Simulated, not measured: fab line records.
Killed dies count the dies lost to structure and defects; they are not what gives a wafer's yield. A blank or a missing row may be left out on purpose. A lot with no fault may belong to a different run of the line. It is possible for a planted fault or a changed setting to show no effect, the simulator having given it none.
fab line records | flow n5_finfet | part 2 of 2: steps 43 to 44 of 44
record: lots: 5 | wafers: 12 | last_day: 17
route steps=1938 shown BEOL_M8@1377 BEOL_M9@1401 BEOL_M15@1830 PASSIVATION@1936
lots with no fault: from the same line, run without faults
start_h: hours from the record's first day to the start of the lot's first wafer shown | wait_h: hours since the lot's step before | " repeats the value in the row above | L1.1+2: one row covering several wafers at once | - no value, or no start was given | * or withheld: withheld | < > ~ a bound
route shown NAME@n: NAME is a module with steps in the file, n the number in the route of the first one | usual: mean and standard deviation over wafers with no fault | same: alike in all rows | chamber/n: place in a boat | sites: per-site readings | _std_site: standard deviation across them | _edge_site: the outer-site mean with the inner-site mean subtracted | radius_mm: how far each site lies from the wafer's centre | mask NAME#n: copy n | behind: the tool/chamber that last shaped the wafer | hold: cause of the lot's hold/its duration in hours/its outcome | device: the transistor (n, p or np) that didn't switch | end of line: tests run on the same wafers once the route is complete | a step given without rows: its recipe and nothing more | killed: count of dies lost to structure and defects at first sort (not the wafer's yield) | map: shows each die of a wafer: x if killed, . if not, _ if none is there
set.NAME: setting as actually run; set.NAME@STEP: the setting as run at that earlier step | model.NAME: the simulator's own value behind a step, which no gauge read
a table for each step, a row for each wafer; lots at some steps of the route
services: when a tool's chamber went out of use (start_h, in hours from the record's first day, below 0 if earlier), for how many hours, and the reason
== steps ==
step: N5_BEOL_M15_RC_MEAS_101
usual: COMB_M10: 1.6e-11/3e-12 | COMB_M11: 1.6e-11/3.2e-12 | COMB_M12: 7.3e-12/1.3e-12 | COMB_M13: 5.8e-12/1.1e-12 | COMB_M14: 4.7e-12/8.9e-13 | COMB_M15: 3.5e-12/6.2e-13 | COMB_M5: 3.8e-11/7.7e-12 | COMB_M6: 2.6e-11/4.8e-12 | COMB_M7: 2.7e-11/5e-12 | COMB_M7_max_site: 3.8e-11/8.2e-12 | COMB_M8: 2.7e-11/5.6e-12 | COMB_M9: 1.6e-11/2.6e-12 | SERP_M10: 3.05/0.12 | SERP_M11: 3.04/0.11 | SERP_M12: 0.637/0.023 | SERP_M13: 0.306/0.01 | SERP_M14: 0.161/0.0057 | SERP_M5: 38.7/2.1 | SERP_M6: 13.7/0.79 | SERP_M6_max_site: 14.3/0.84 | SERP_M7: 13.9/0.65 | SERP_M8: 13.9/0.85 | SERP_M8_max_site: 14.5/0.89 | SERP_M9: 3.08/0.11
lot.wafer | tool      | chamber | start_h | wait_h | COMB_M10[S/m] | COMB_M11[S/m] | COMB_M12[S/m] | COMB_M13[S/m] | COMB_M14[S/m] | COMB_M15[S/m] | COMB_M5[S/m] | COMB_M6[S/m] | COMB_M7[S/m] | COMB_M7_max_site[S/m] | COMB_M8[S/m] | COMB_M9[S/m] | SERP_M10[ohm/um] | SERP_M11[ohm/um] | SERP_M12[ohm/um] | SERP_M13[ohm/um] | SERP_M14[ohm/um] | SERP_M5[ohm/um] | SERP_M6[ohm/um] | SERP_M6_max_site[ohm/um] | SERP_M7[ohm/um] | SERP_M8[ohm/um] | SERP_M8_max_site[ohm/um] | SERP_M9[ohm/um]
L413.3    | prober-01 | 0       | 247.72  | 0.3    | 1.2e-11       | 1.5e-11       | 5.9e-12       | 7.6e-12       | 4.5e-12       | 3.1e-12       | 4.5e-11      | 2.9e-11      | 2.2e-11      | 3.2e-11               | 2.7e-11      | 1.15e-11     | 3.14             | 2.92             | 0.666            | 0.303            | 0.166            | 40.9            | 14.7            | 15.2                     | 14.7            | 15.7            | 16.1                     | 3.18
L413.5    | "         | 0       | "       | "      | 1.5e-11       | 1.2e-11       | 7e-12         | 6.4e-12       | 4e-12         | 3.6e-12       | 3.3e-11      | 2.5e-11      | 2.4e-11      | 3.5e-11               | 2.3e-11      | 1.52e-11     | 3.01             | 2.89             | 0.658            | 0.304            | 0.165            | 39.7            | 13.9            | 14.3                     | 13.9            | 15.2            | 15.6                     | 3.12
L413.6    | "         | 0       | "       | "      | 1.2e-11       | 1.2e-11       | 5.2e-12       | 7.5e-12       | 4.9e-12       | 3.2e-12       | 3.8e-11      | 2.2e-11      | 3.9e-11      | 5e-11                 | 2.4e-11      | 1.98e-11     | 3.06             | 3.05             | 0.674            | 0.301            | 0.170            | 39.5            | 14.4            | 15.3                     | 14.2            | 15.1            | 15.4                     | 3.13
L422.3    | prober-01 | 0       | 299.57  | 0.3    | 1.6e-11       | 1.6e-11       | 9.5e-12       | 1.09e-11      | 4e-12         | 3.8e-12       | 2.5e-11      | 2.1e-11      | 3.4e-11      | 4.6e-11               | 2.8e-11      | 1.94e-11     | 3.24             | 3.14             | 0.636            | 0.300            | 0.157            | 42.0            | 14.1            | 15.0                     | 15.0            | 12.1            | 12.6                     | 3.11
L422.5    | "         | 0       | "       | "      | 1.4e-11       | 1.7e-11       | 6.8e-12       | 6.5e-12       | 4.6e-12       | 5.6e-12       | 3.6e-11      | 2.6e-11      | 2.2e-11      | 3.2e-11               | 2.4e-11      | 1.39e-11     | 3.09             | 3.00             | 0.632            | 0.310            | 0.160            | 40.6            | 12.9            | 13.3                     | 14.8            | 13.8            | 14.1                     | 3.12
L423.1    | prober-02 | 0       | 313.71  | 0.0    | 1.3e-11       | 1.5e-11       | 6.3e-12       | 5.4e-12       | 5.3e-12       | 2.7e-12       | 2.7e-11      | 2.7e-11      | 2.2e-11      | 3.2e-11               | 3e-11        | 1.44e-11     | 3.17             | 2.98             | 0.638            | 0.303            | 0.157            | 38.1            | 13.0            | 13.3                     | 13.7            | 15.8            | 16.1                     | 3.00
L423.4    | "         | 0       | "       | "      | 1.7e-11       | 1.4e-11       | 6e-12         | 4.7e-12       | 4.3e-12       | 2.9e-12       | 3.1e-11      | 2.3e-11      | 3.2e-11      | 4.1e-11               | 2.7e-11      | 2.04e-11     | 3.03             | 2.93             | 0.642            | 0.304            | 0.155            | 44.2            | 13.6            | 14.1                     | 13.4            | 15.3            | 15.8                     | 2.90
L426.3    | prober-02 | 0       | 333.17  | 0.3    | 1.2e-11       | 1.7e-11       | 6.5e-12       | 5.8e-12       | 3e-12         | 3.2e-12       | 3e-11        | 2.6e-11      | 2.4e-11      | 3.2e-11               | 2e-11        | 1.79e-11     | 3.02             | 2.86             | 0.602            | 0.308            | 0.172            | 41.7            | 13.0            | 13.4                     | 13.2            | 18.4            | 18.9                     | 2.96
L426.4    | "         | 0       | "       | "      | 1.6e-11       | 1.3e-11       | 5.8e-12       | 5.5e-12       | 4.7e-12       | 2.5e-12       | 3.8e-11      | 2.7e-11      | 2.8e-11      | 3.6e-11               | 2e-11        | 1.98e-11     | 3.26             | 2.92             | 0.605            | 0.320            | 0.166            | 42.0            | 12.8            | 13.7                     | 13.2            | 15.9            | 16.3                     | 2.95
L435.1    | prober-01 | 0       | 386.29  | 0.0    | 1.6e-11       | 1.4e-11       | 5.9e-12       | 5.3e-12       | 4.9e-12       | 4.1e-12       | 2.7e-11      | 4.2e-11      | 3.2e-11      | 6.9e-11               | 2.3e-11      | 1.73e-11     | 2.84             | 3.01             | 0.597            | 0.290            | 0.171            | 40.7            | 13.1            | 13.9                     | 14.1            | 12.8            | 13.2                     | 3.08
L435.2    | "         | 0       | "       | "      | 2e-11         | 1.6e-11       | 7.3e-12       | 4e-12         | 6.8e-12       | 3.5e-12       | 2.8e-11      | 1.9e-11      | 3.2e-11      | 4.6e-11               | 1.5e-11      | 1.83e-11     | 3.13             | 3.02             | 0.620            | 0.303            | 0.154            | 36.2            | 13.7            | 13.9                     | 13.2            | 13.4            | 14.5                     | 3.10
L435.3    | "         | 0       | "       | "      | 1.4e-11       | 1.5e-11       | 7e-12         | 6.4e-12       | 4.6e-12       | 3.7e-12       | 3.8e-11      | 3e-11        | 2.5e-11      | 4e-11                 | 2.4e-11      | 1.74e-11     | 2.92             | 2.90             | 0.616            | 0.287            | 0.166            | 35.7            | 14.2            | 14.7                     | 13.9            | 13.4            | 13.8                     | 3.14
sites SERP_M8 radius_mm=0,75,75,75,75,140,140,140,140
L413.3 16.0 16.1 16.1 16.0 15.6 15.1 15.7 15.3 15.1
L422.3 12.6 12.1 12.3 12.0 12.2 11.6 11.9 11.8 12.4
L423.1 15.3 15.7 15.8 16.1 15.8 15.5 15.8 16.1 15.5
L426.3 18.1 18.6 18.4 18.7 18.2 18.9 18.3 18.2 18.6
L435.1 12.8 12.4 12.6 12.8 12.8 13.0 12.9 13.2 12.7
step: N5_PASSIVATION_PROBE_49
usual: defect_limited_yield: 91.3/1.5 | killed_at_M0_to_M3: 33/12 | killed_at_M4_up: 15/5.2 | killed_at_contacts: 12/5.1 | killed_at_front_end: 39/11 | killed_at_other: 5/3.6 | killed_dies: 103/18 | killed_open: 67/13 | killed_short: 33/7.8 | sort_bin_5_function: 5.1/0.96 | sort_bin_6_memory: 3.2/0.71 | sort_bin_8_speed: 0.01/0.063 | sort_n_pass: 1077/18 | sort_yield_pct: 91.3/1.5
same: gross_dies: 1180 | killed_at_back_side: 0 | sort_bin_4_leakage[%]: 0
lot.wafer | tool      | chamber | start_h | wait_h | defect_limited_yield[%] | killed_at_M0_to_M3 | killed_at_M4_up | killed_at_contacts | killed_at_front_end | killed_at_other | killed_dies | killed_open | killed_short | sort_bin_5_function[%] | sort_bin_6_memory[%] | sort_bin_8_speed[%] | sort_n_pass | sort_yield_pct[%]
L413.3    | prober-02 | -       | 261.31  | 0.1    | 91.2                    | 41                 | 13              | 11                 | 36                  | 3               | 104         | 67          | 36           | 4.7                    | 4.0                  | 0                   | 1076        | 91.2
L413.5    | prober-02 | -       | 261.41  | 0.2    | 93.8                    | 29                 | 7               | 8                  | 29                  | 0               | 73          | 44          | 29           | 2.9                    | 3.0                  | 0                   | 1107        | 93.8
L413.6    | prober-02 | -       | 261.46  | 0.3    | 91.9                    | 37                 | 19              | 12                 | 24                  | 3               | 95          | 68          | 27           | 4.3                    | 3.5                  | 0                   | 1085        | 91.9
L422.3    | prober-01 | -       | 313.86  | 0.1    | 91.5                    | 34                 | 10              | 14                 | 41                  | 1               | 100         | 67          | 33           | 4.5                    | 3.3                  | 0                   | 1080        | 91.5
L422.5    | prober-01 | -       | 313.96  | 0.2    | 91.6                    | 20                 | 14              | 11                 | 52                  | 2               | 99          | 64          | 35           | 5.1                    | 3.1                  | 0                   | 1081        | 91.6
L423.1    | prober-02 | -       | 327.90  | 0.0    | 90.5                    | 54                 | 20              | 8                  | 28                  | 2               | 112         | 74          | 37           | 5.3                    | 3.6                  | 0                   | 1068        | 90.5
L423.4    | prober-02 | -       | 328.05  | 0.2    | 90.3                    | 55                 | 16              | 9                  | 25                  | 9               | 114         | 71          | 42           | 5.8                    | 3.6                  | 0                   | 1066        | 90.3
L426.4    | prober-02 | -       | 348.94  | 0.2    | 92.2                    | 14                 | 12              | 9                  | 49                  | 8               | 92          | 62          | 30           | 4.7                    | 2.9                  | 0                   | 1088        | 92.2
L435.1    | prober-01 | -       | 400.87  | 0.0    | 90.2                    | 37                 | 12              | 13                 | 51                  | 3               | 116         | 72          | 40           | 5.8                    | 3.3                  | 0                   | 1064        | 90.2
L435.2    | prober-01 | -       | 400.92  | 0.1    | 91.3                    | 29                 | 12              | 14                 | 42                  | 6               | 103         | 71          | 28           | 5.1                    | 3.1                  | 0                   | 1077        | 91.3
L435.3    | prober-01 | -       | 400.97  | 0.1    | 92.8                    | 31                 | 4               | 11                 | 37                  | 2               | 85          | 54          | 28           | 4.2                    | 2.5                  | 0                   | 1095        | 92.8
killed by level:class
L413.3 BEOL_M3:geometric_particle:open=13 MOL_CONTACT_COAG:geometric_particle:open=9 FIN_SAQP:geometric_particle:short=7 BEOL_M0_SAQP:geometric_particle:short=7 BEOL_M1:geometric_particle:open=7 BEOL_M4:geometric_particle:open=7 STI_FIN_REVEAL:geometric_particle:open=6 FIN_SAQP:geometric_particle:open=5
L413.5 BEOL_M2:geometric_particle:open=8 DUMMY_GATE:geometric_particle:open=5 BEOL_M3:geometric_particle:open=5 FIN_SAQP:geometric_particle:short=4 GATE_CUT:geometric_particle:short=4 MOL_CONTACT_COAG:geometric_particle:short=4 MOL_CONTACT_COAG:geometric_particle:open=4 FIN_SAQP:geometric_particle:open=3
L413.6 BEOL_M4:geometric_particle:open=11 MOL_CONTACT_COAG:geometric_particle:open=9 BEOL_M0:geometric_particle:open=9 BEOL_M2:geometric_particle:open=8 STI_FIN_REVEAL:geometric_particle:open=6 DUMMY_GATE:geometric_particle:open=6 BEOL_M3:geometric_particle:open=6 BEOL_M5:geometric_particle:open=4
L422.3 STI_FIN_REVEAL:geometric_particle:open=17 MOL_CONTACT_COAG:geometric_particle:open=9 BEOL_M3:geometric_particle:open=9 BEOL_M1:geometric_particle:open=8 FIN_SAQP:geometric_particle:short=7 BEOL_M3:geometric_particle:short=6 MOL_CONTACT_COAG:geometric_particle:short=5 BEOL_M0_SAQP:geometric_particle:open=5
L422.5 FIN_SAQP:geometric_particle:open=15 FIN_SAQP:geometric_particle:short=13 STI_FIN_REVEAL:geometric_particle:open=10 MOL_CONTACT_COAG:geometric_particle:open=9 BEOL_M0_SAQP:geometric_particle:short=6 BEOL_M4:geometric_particle:open=5 DUMMY_GATE:geometric_particle:open=4 BEOL_M0_SAQP:geometric_particle:open=3
L423.1 BEOL_M2:geometric_particle:open=15 BEOL_M0_SAQP:geometric_particle:short=13 STARTING-WAFER:geometric_particle:short=9 STI_FIN_REVEAL:geometric_particle:open=7 MOL_CONTACT_COAG:geometric_particle:open=7 BEOL_M0_SAQP:geometric_particle:open=7 BEOL_M3:geometric_particle:open=7 BEOL_M4:geometric_particle:open=7
L423.4 BEOL_M2:geometric_particle:open=15 BEOL_M0_SAQP:geometric_particle:open=14 MOL_CONTACT_COAG:geometric_particle:open=8 BEOL_M0_SAQP:geometric_particle:short=7 BEOL_M1:geometric_particle:open=7 STARTING-WAFER:geometric_particle:short=5 BEOL_M4:geometric_particle:open=5 GATE_CUT:geometric_particle:short=4
L426.4 FIN_SAQP:geometric_particle:open=11 STI_FIN_REVEAL:geometric_particle:open=9 FIN_SAQP:geometric_particle:short=8 MOL_CONTACT_COAG:geometric_particle:open=8 GATE_CUT:geometric_particle:short=7 BEOL_M4:geometric_particle:open=5 STARTING-WAFER:geometric_particle:open=5 BEOL_M0_SAQP:geometric_particle:open=4
L435.1 STI_FIN_REVEAL:geometric_particle:open=12 FIN_SAQP:geometric_particle:short=11 BEOL_M3:geometric_particle:open=11 MOL_CONTACT_COAG:geometric_particle:open=9 STI_FIN_REVEAL:geometric_particle:short=6 BEOL_M0_SAQP:geometric_particle:open=6 FIN_SAQP:geometric_particle:open=5 BEOL_M0_SAQP:geometric_particle:short=5
L435.2 STI_FIN_REVEAL:geometric_particle:open=13 MOL_CONTACT_COAG:geometric_particle:open=11 BEOL_M0_SAQP:geometric_particle:open=10 FIN_SAQP:geometric_particle:open=7 FIN_SAQP:geometric_particle:short=6 BEOL_M3:geometric_particle:open=6 BEOL_M0_SAQP:geometric_particle:short=5 BEOL_M4:geometric_particle:open=4
L435.3 STI_FIN_REVEAL:geometric_particle:open=12 MOL_CONTACT_COAG:geometric_particle:open=8 BEOL_M0_SAQP:geometric_particle:short=7 FIN_SAQP:geometric_particle:short=6 FIN_SAQP:geometric_particle:open=6 BEOL_M3:geometric_particle:open=5 BEOL_M2:geometric_particle:short=4 DUMMY_GATE:geometric_particle:open=4
== services ==
tool           | chamber | start_h | hours | kind
pvd_sputter-03 | -       | 186.93  | 2.6   | repair
uv_cure-01     | -       | 187.22  | 2.1   | pm
ald_metal-03   | -       | 189.49  | 0.4   | repair
pecvd-02       | -       | 199.08  | 14.6  | pm
rie_diel-04    | 2       | 205.62  | 6.8   | repair
ald_metal-03   | 3       | 215.15  | -     | calibration
uv_cure-02     | -       | 220.88  | 7.5   | pm
uv_cure-03     | -       | 221.77  | 2.8   | pm
uv_cure-03     | -       | 225.99  | 0.6   | repair
uv_cure-02     | -       | 228.57  | 1.0   | pm
rie_diel-04    | 3       | 229.79  | -     | clean
rie_diel-04    | 3       | 229.79  | -     | consumable_replace:focus_ring
uv_cure-03     | -       | 242.40  | 13.2  | repair
pecvd-03       | -       | 250.52  | 2.8   | pm
rie_diel-05    | 3       | 257.16  | 2.8   | repair
uv_cure-01     | -       | 270.59  | 1.0   | pm
rie_diel-04    | 2       | 277.62  | 3.7   | repair
uv_cure-01     | -       | 282.47  | 1.0   | repair
ald_metal-01   | -       | 295.16  | 8.7   | pm
pecvd-04       | -       | 299.98  | 0.4   | repair
rie_diel-05    | -       | 312.87  | 0.5   | repair
rie_diel-05    | -       | 314.04  | 0.3   | repair
rie_diel-03    | 3       | 328.53  | 19.9  | repair
rie_diel-05    | 1       | 338.88  | 7.3   | repair
== key ==
first_sign: step: N5_BEOL_M8_ALD_77 | reading: ald_cycles | direction: up | sigmas: 99+ | usual: * | struck: *
effect: step: N5_BEOL_M15_RC_MEAS_101 | reading: SERP_M8 | direction: up | sigmas: 3.9 | usual: 13.9 | struck: 17.2
model_effect: step: N5_BEOL_M8_ALD_77 | value: TaN_of_BEOL_M8_ALD_77.thk_nm | without: 2 | struck: 3.6
met_at N5_BEOL_M8_ALD_77
struck_wafers L426.3,L426.4
onset_between 266.95 286.87
fault: kind: process_parameter_drift | tool: ald_metal-01 | chamber: - | onset_h: 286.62 | steps: N5_BEOL_M8_ALD_77 | channel: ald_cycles | offset: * | shape: step | end_h: 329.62 | scope: struck_wafers_only | acts_in: * | stated: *
